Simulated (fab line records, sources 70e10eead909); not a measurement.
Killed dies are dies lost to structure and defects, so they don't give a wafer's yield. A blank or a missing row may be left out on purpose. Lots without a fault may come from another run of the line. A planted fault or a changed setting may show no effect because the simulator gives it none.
fab line records | flow nand_harc
record lots=5 wafers=15 last_day=24
route steps=1159 shown A_CONTACT@948 A_BLC@964 END@1159
lots that met no fault: from a run of the same line without faults
start_h: hours from the record's first day to the start of the lot's first wafer shown | wait_h: hours since the lot's step before | " the same as in the row above | L1.1+2: a row that stands for several wafers | - no value, or no start given | * or withheld: withheld | < > ~ a bound
route shown NAME@n: a module of which the file shows steps, and the number in the route of the first | usual: mean/standard deviation of fault-free wafers | same: alike in all rows | chamber/n: place in a boat | sites: the reading at each site | _std_site: their standard deviation | _edge_site: outer sites' mean less inner sites' | radius_mm: how far each site lies from the wafer's centre | mask NAME#n: copy n | behind: the tool/chamber that last shaped the wafer | hold: why the lot was held/for how many hours/how that ended | device: the transistor (n, p or np) that didn't switch | end of line: the same wafers' tests at the end of the route | a step without rows: its recipe alone | killed: dies lost to structure and defects at the first sort, not the wafer's yield | map: a wafer's dies, x killed, . not, _ none there
set.NAME: the setting as run; set.NAME@STEP: as run at that earlier step | model.NAME: the simulator's own value behind a step, which no gauge read
lots at some steps of the route; a table a step, a row a wafer
services: from which hour (start_h, from the record's first day; less than 0 if before it) a tool's chamber was out of use, for how many hours, and why
## steps
# step NHARC_A_CONTACT_ETCH_139
# recipe source_w=withheld pressure_mtorr=20 bias_v=400 time_s=137 target_depth_a=5900 ar_flow_sccm=withheld c4f8_flow_sccm=11.5 o2_flow_sccm=7.2 chemistry=C4F8/O2/Ar
# step NHARC_A_CONTACT_ETCH_92
# recipe target_depth_a=400 over_etch_frac=0.5 time_s=85.7 ion_energy_ev=120 ch3f_flow_sccm=50 o2_flow_sccm=30 ar_flow_sccm=200 rf_w=500 bias_w=100 chemistry=CH3F/O2
# usual drypump_motor_current_A=5.6/0.39 oes_product_au=0.94/0.03 rf_fwd_power_W=495.8/1.8 rf_vpp_V=243.8/1.6 showerhead_plenum_p_Torr=2.42/0.095 throttle_valve_pct=20.662/0.0082
# columns lot.wafer tool chamber start_h wait_h drypump_motor_current_A oes_product_au rf_fwd_power_W rf_hours_counter_h rf_vpp_V showerhead_plenum_p_Torr throttle_valve_pct
L631.2 rie_diel-04 1 381.19 0.4 5.9 0.94 496.3 37 245.0 2.48 20.661
L631.5 " 2 " " 5.4 0.93 493.7 - 243.9 2.40 20.657
L631.6 " 3 " " 5.6 0.91 494.8 - 244.8 2.47 20.660
L634.2 rie_diel-03 0 409.92 0.3 5.1 1.01 494.3 2 243.6 2.40 20.660
L634.1 " 2 " " 6.2 1.01 499.1 2 242.1 2.29 20.648
L634.5 " 0 " " 5.1 0.99 495.5 - 243.3 2.40 20.657
L641.1 rie_diel-03 0 454.53 0.3 5.1 0.94 497.2 11 243.7 2.40 20.674
L641.2 " 1 " " 5.4 0.93 495.9 11 244.6 2.51 20.669
L641.4 " 3 " " 5.7 0.91 496.1 12 242.7 2.33 20.654
L650.2 rie_diel-04 2 510.74 0.4 5.4 0.98 491.9 15 243.4 2.38 20.660
L650.3 " 0 " " 5.0 1.00 496.8 15 246.1 2.55 20.682
L650.1 " 1 " " 5.9 1.00 496.7 15 245.0 2.46 20.654
L653.2 rie_diel-03 2 523.01 0.4 6.2 0.94 496.2 25 242.7 2.28 20.660
L653.1 " 3 " " 5.8 0.93 497.0 24 242.0 2.32 20.669
L653.6 " 0 " " 5.1 0.93 496.6 - 244.0 2.39 20.680
# step NHARC_A_CONTACT_ETCH_98
# recipe target_depth_a=200 over_etch_frac=0.5 time_s=10 ion_energy_ev=250 c4f6_flow_sccm=25 o2_flow_sccm=20 ar_flow_sccm=500 rf_w=600 bias_w=500 chemistry=C4F6/O2
# usual drypump_motor_current_A=5.5/0.39 oes_product_au=0.956/0.024 rf_fwd_power_W=585.1/1.6 rf_vpp_V=546/3.1 showerhead_plenum_p_Torr=3.87/0.14 throttle_valve_pct=26.903/0.0092
# columns lot.wafer tool chamber start_h wait_h drypump_motor_current_A oes_product_au rf_fwd_power_W rf_hours_counter_h rf_vpp_V showerhead_plenum_p_Torr throttle_valve_pct
L631.2 rie_diel-04 0 - - 5.0 0.944 584.4 35 549 4.09 26.899
L631.6 " 0 " " 5.0 0.937 580.5 - 550 4.09 26.882
L631.5 " 1 " " 5.9 0.955 583.2 - 547 3.95 26.907
L634.1 rie_diel-03 1 - - 5.4 0.983 583.7 2 548 4.00 26.916
L634.2 " 2 " " 6.2 1.006 586.5 2 541 3.66 26.892
L634.5 " 0 " " 5.1 0.997 582.1 - 545 3.83 26.910
L641.4 rie_diel-03 0 - - 5.1 0.954 586.2 11 545 3.83 26.898
L641.2 " 1 " " 5.4 0.940 585.3 11 550 4.00 26.905
L641.1 " 2 " " 6.2 0.962 584.7 12 541 3.66 26.895
L650.2 rie_diel-04 2 - - 5.4 0.984 583.6 15 544 3.81 26.890
L650.1 " 3 " " 5.6 0.963 585.6 14 547 3.91 26.900
L650.3 " 1 " " 6.0 0.995 587.5 15 547 3.92 26.910
L653.2 rie_diel-03 3 - - 5.8 0.932 584.7 24 542 3.72 26.908
L653.1 " 2 " " 6.2 0.954 584.8 25 541 3.65 26.904
L653.6 " 3 " " 5.8 0.940 585.6 - 544 3.72 26.903
# step NHARC_A_CONTACT_CD_MEAS_15
# usual cd_nm=90.1/0.61
# columns lot.wafer tool chamber start_h wait_h cd_nm
L631.2 cd_sem-01 - 381.37 - 90.1
L631.5 " - " " 89.3
L631.6 " - " " 91.3
L634.1 cd_sem-03 - 410.15 - 90.2
L634.2 " - " " 90.2
L634.5 " - " " 89.8
L641.1 cd_sem-03 - 454.75 - 90.4
L641.2 " - " " 90.7
L641.4 " - " " 90.4
L650.1 cd_sem-02 - 510.96 - 89.8
L650.2 " - " " 91.0
L650.3 " - " " 90.1
L653.1 cd_sem-02 - 523.20 - 91.1
L653.2 " - " " 90.8
L653.6 " - " " 90.1
# step NHARC_A_CONTACT_STRIP_107
# recipe n2_flow_sccm=150 h2_flow_sccm=150 ar_flow_sccm=0 bias_w=0 chemistry=N2/H2
# step NHARC_A_CONTACT_STRIP_108
# recipe cf4_flow_sccm=100 chf3_flow_sccm=30 ar_flow_sccm=0 bias_w=0 chemistry=CF4/CHF3
# step NHARC_A_CONTACT_STRIP_109
# recipe o2_flow_sccm=400 cos_flow_sccm=20 ar_flow_sccm=0 bias_w=0 chemistry=O2/COS
# step NHARC_A_CONTACT_ETCH_110
# recipe target_depth_a=500 overetch_a=50 time_s=27.5 ion_energy_ev=100 cf4_flow_sccm=80 o2_flow_sccm=20 ar_flow_sccm=0 rf_w=300 bias_w=100 chemistry=CF4/O2
# step NHARC_A_CONTACT_STRIP_26
# recipe o2_flow_sccm=500 ar_flow_sccm=0 bias_w=0 chemistry=O2
# usual drypump_motor_current_A=5.5/0.39 oes_product_au=0.995/0.014 rf_vpp_V=57.7/0.83 showerhead_plenum_p_Torr=3.50/0.13 throttle_valve_pct=17.038/0.0091
# columns lot.wafer tool chamber start_h wait_h drypump_motor_current_A oes_product_au rf_hours_counter_h rf_vpp_V showerhead_plenum_p_Torr throttle_valve_pct
L631.2 rie_diel-04 2 - - 5.4 0.998 37 57.5 3.45 17.050
L631.5 " 0 " " 5.0 1.001 - 56.9 3.68 17.034
L631.6 " 1 " " 5.9 1.008 - 58.9 3.55 17.043
L634.2 rie_diel-01 0 - - 5.8 0.980 31 58.3 3.60 17.038
L634.1 " 3 " " 5.0 0.987 32 57.6 3.32 17.034
L634.5 " 1 " " 5.3 0.997 - 57.8 3.75 17.013
L641.1 rie_diel-04 2 - - 5.4 1.004 62 56.6 3.43 17.039
L641.2 " 0 " " 5.0 1.014 62 58.0 3.66 17.028
L641.4 " 1 " " 5.9 1.012 64 57.3 3.54 17.038
L650.3 rie_diel-04 0 - - 5.0 1.006 15 58.3 3.65 17.041
L650.2 " 2 " " 5.4 0.988 15 57.7 3.42 17.042
L650.1 " 3 " " 5.6 0.984 14 57.3 3.52 17.038
L653.2 rie_diel-03 0 - - 5.1 1.004 25 57.8 3.43 17.041
L653.1 " 2 " " 6.2 1.012 25 56.9 3.28 17.006
L653.6 " 3 " " 5.8 0.990 - 56.9 3.34 17.040
# step NHARC_A_CONTACT_STRIP_27
# recipe time_s=600 temp_c=30 chemistry=post_etch_residue_remover
# step NHARC_A_CONTACT_ALD_18
# recipe target_thk_a=30 pulse_time_s=1 ald_cycles=150 temp_c=450 material=TiN
# usual heater_power_w=1047/110 precursor_pulse_height_rel=1.003/0.02
# columns lot.wafer tool chamber start_h wait_h heater_power_w precursor_pulse_height_rel
L631.2 ald_metal-03 0 382.45 - 1025 1.000
L631.6 " 0 " " 1039 1.041
L631.5 " 1 " " 973 0.991
L634.1 ald_metal-01 2 411.24 - 1111 1.040
L634.2 " 3 " " 1003 0.996
L634.5 " 2 " " 1073 1.025
L641.2 ald_metal-01 3 455.76 - 1022 0.980
L641.1 " 1 " " 1085 0.977
L641.4 " 2 " " 1084 0.995
L650.3 ald_metal-01 1 511.92 - 982 1.006
L650.2 " 2 " " 1126 1.036
L650.1 " 3 " " 1033 1.001
L653.2 ald_metal-01 1 524.62 - 995 1.016
L653.1 " 0 " " 1036 1.004
L653.6 " 2 " " 1145 1.045
# step NHARC_A_CONTACT_CVD_19
# recipe target_thk_a=3000 temp_c=300 pressure_torr=40 wf6_flow_sccm=40 h2_flow_sccm=1600 ar_flow_sccm=1560 time_s=802 material=W
# usual heater_power_w=456/27 throttle_valve_pct=7.75/0.16
# columns lot.wafer tool chamber start_h wait_h heater_power_w throttle_valve_pct
L631.2 cvd_w-01 1 - - 452 7.85
L631.6 " 1 " " 464 7.95
L631.5 " 0 " " 502 7.56
L634.2 cvd_w-01 0 - - 491 7.90
L634.1 " 1 " " 460 7.91
L634.5 " 0 " " 492 7.79
L641.2 cvd_w-02 1 - - 450 7.68
L641.1 " 0 " " 417 7.73
L641.4 " 0 " " 417 7.84
L650.1 cvd_w-01 1 - - 503 7.72
L650.2 " 0 " " 452 7.66
L650.3 " 1 " " 502 7.86
L653.2 cvd_w-01 0 - - 466 7.87
L653.1 " 1 " " 487 7.85
L653.6 " 0 " " 454 7.93
# step NHARC_A_CONTACT_CMP_20
# recipe t_overpolish_s=30 target_thk_nm=300
# usual motor_current_A=12.3/1 overpolish_run_s=30.000/0.0089 time_to_endpoint_s=59/3.2
# columns lot.wafer tool chamber start_h wait_h motor_current_A overpolish_run_s time_to_endpoint_s
L631.2 cmp-04 3 390.04 0.8 13.1 30.000 57
L631.5 " 3 " " 12.8 30.004 58
L631.6 " 0 " " 12.8 30.004 58
L634.1 cmp-01 2 413.99 0.7 9.9 29.996 59
L634.2 " 3 " " 12.9 29.995 61
L634.5 " 1 " " 13.3 30.008 60
L641.1 cmp-04 1 459.28 0.7 13.1 0.038 118
L641.2 " 2 " " 11.1 29.999 60
L641.4 " 3 " " 13.1 30.000 62
L650.1 cmp-03 2 513.01 0.8 12.4 29.995 59
L650.2 " 3 " " 13.2 29.989 57
L650.3 " 1 " " 12.4 30.005 60
L653.2 cmp-01 2 531.09 0.8 10.2 30.014 60
L653.1 " 3 " " 12.3 29.994 64
L653.6 " 0 " " 11.1 30.005 58
# step NHARC_A_CONTACT_SRD_22
# step NHARC_A_CONTACT_INSPECT_23
# usual raw_defect_count=404/100
# columns lot.wafer tool chamber start_h wait_h raw_defect_count
L631.2 defect_inspect-01 - 390.44 0.1 421
L631.5 " - " " 425
L631.6 " - " " 473
L634.1 defect_inspect-02 - 414.37 0.1 622
L634.2 " - " " 387
L634.5 " - " " 388
L641.1 defect_inspect-01 - 459.69 0.1 2593
L641.2 " - " " 504
L641.4 " - " " 702
L650.1 defect_inspect-01 - 513.42 0.1 684
L650.2 " - " " 398
L650.3 " - " " 544
L653.1 defect_inspect-01 - 531.44 0.1 388
L653.2 " - " " 401
L653.6 " - " " 352
# step NHARC_A_BLC_DEHYDRATE_00
# recipe temp_c=150 time_s=120
# step NHARC_END_SORT_01
# recipe temp_c=25
# usual killed_at_array=31/11 killed_at_other=0.5/0.78 killed_at_periphery=3.0/2 killed_dies=34/12 killed_open=3.2/2 killed_short=1.9/1.6
# same gross_dies=677
# columns lot.wafer tool chamber start_h wait_h killed_at_array killed_at_other killed_at_periphery killed_dies killed_open killed_short
L641.1 prober-02 0 510.06 2.5 552 0 3 555 4 3
# killed by level:class
L641.1 A_CONTACT:area_cmp=511 A_CHANNEL_HOLE_D1:chamber_film_flake=14 A_SLIT:chamber_film_flake=14 A_STAIRCASE:chamber_film_flake=7 P_GATE:geometric_particle:open=1 P_CONTACT:geometric_particle:open=1 P_M0:geometric_particle:open=1 A_CHANNEL_HOLE_D1:geometric_particle:short=1
# map L641.1 (x killed, . not)
____________x____________
_________xxxxxxx_________
_______xxxxxxxxxxx_______
______xxxxxxxxxxxxx______
_____xxxxxxxxxxxxxxx_____
____xxxxxxxxxxxxxxxxx____
____xxxxxxxxxxxxxxxxx____
___xxxxxxxxxxxxxxxxxxx___
___xxxxxxxxxxxxxxxxxxx___
__xxxxxxxxxxxxxxxxxxxxx__
__xxxxxxxxxxxxxxxxxxxxx__
_xxxxxxxxx.x...xxxxxxxxx_
_xxxxxxxx....xx.xxxxxxxx_
_xxxxxxxx.x......xxxxxxx_
_xxxxxxx..x......xxxxxxx_
_xxxxxxx..x......xxxxxxx_
xxxxxxx........x..xxxxxxx
xxxxxxx...x....x.xxxxxxxx
xxxxxxx...........xxxxxxx
xxxxxxx...........xxxxxxx
xxxxxxx.....x.....xxxxxxx
_xxxxxxx.........xxxxxxx_
_xxxxxxx.........xxxxxxx_
_xxxxxxx.........xxxxxxx_
_xxxxxxxx.......xxxxxxxx_
_xxxxxxxxx.....xxxxxxxxx_
__xxxxxxxxxx.xxxxxxxxxx__
__xxxxxxxxxxxxxxxxxxxxx__
___xxxxxxxxxxxxxxxxxxx___
___xxxxxxxxxxxxxxxxxxx___
____xxxxxxxxxxxxxxxxx____
____xxxxxxxxxxxxxxxxx____
_____xxxxxxxxxxxxxxx_____
______xxxxxxxxxxxxx______
_______xxxxxxxxxxx_______
_________xxxxxxx_________
____________x____________
# map L631.2 (x killed, . not)
____________.____________
_________......x_________
_______..........._______
______.............______
_____..x........xxx._____
____.................____
____x.x.....x...x....____
___..............x....___
___.........x.......x.___
__..............xx.....__
__.....................__
_.......xx.x.x.........._
_..........x............_
_........x.x.x.........._
_.......x......xxx......_
_....x.....x.....xx....._
.....................xx..
.....x...x......x..xxx...
................xx.x.....
..................x......
.....x...................
_......................._
_...x..................._
_......................._
_.........x..........xx._
_x......x.............x._
__........x............__
__.....................__
___...................___
___...................___
____.................____
____.................____
_____..............._____
______.............______
_______..........._______
_________......._________
____________.____________
## services
# columns tool chamber start_h hours kind
rie_diel-03 - 360.97 0.3 repair
cvd_w-01 1 366.84 4.0 repair
ald_metal-03 - 372.95 2.2 repair
cmp-03 - 374.10 4.0 repair
cmp-01 - 375.52 4.0 pm
cmp-03 - 382.34 0.8 repair
cvd_w-02 - 382.85 13.0 pm
cmp-03 - 387.47 4.0 repair
rie_diel-01 0 390.21 8.2 repair
rie_diel-03 - 392.33 9.0 pm
cmp-04 - 400.15 4.0 pm
ald_metal-03 0 404.67 18.3 repair
ald_metal-01 - 434.64 0.7 repair
cmp-01 - 437.60 5.6 repair
ald_metal-01 2 457.55 30.6 repair
ald_metal-01 - 458.00 10.0 pm
rie_diel-04 - 465.97 9.0 pm
cmp-01 - 473.52 4.0 pm
cmp-04 - 478.00 1.6 repair
cmp-01 - 481.02 2.6 repair
cvd_w-01 - 482.61 13.0 pm
rie_diel-03 3 487.55 4.3 repair
cmp-04 - 498.15 4.0 pm
rie_diel-04 - 525.98 23.4 repair
## key
first_sign step=NHARC_A_CONTACT_CMP_20 reading=overpolish_run_s direction=down sigmas=99+ usual=30.000 struck=0.038
effect step=NHARC_A_CONTACT_CMP_20 reading=time_to_endpoint_s direction=up sigmas=18 usual=* struck=*
effect step=NHARC_A_CONTACT_INSPECT_23 reading=raw_defect_count direction=up sigmas=21 usual=404 struck=2593
effect step=NHARC_END_SORT_01 reading=killed_at_array direction=up sigmas=47 usual=31 struck=552
more_kills_born_at NHARC_A_CONTACT_CMP_20@cmp-04=511
met_at NHARC_A_CONTACT_CMP_20
struck_wafers L641.1
later_rows_left_out L641.1
tester_left_out L641
onset_between 390.04 459.28
fault kind=process_parameter_drift tool=cmp-04 chamber=- onset_h=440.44 steps=NHARC_A_CONTACT_CMP_20 channel=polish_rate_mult offset=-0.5 shape=step end_h=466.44 scope=struck_wafers_only
# tester_left_out: of these lots the tester's yield and bins aren't shown, on N5 and GAA mostly nor the transistor test; their killed dies are dies lost to structure and defects alone, not to doping, threshold or leakage, so they don't give the yield
# later_rows_left_out: the simulator's readings of these wafers behind a module that went badly wrong aren't trusted and aren't shown, but for the sort
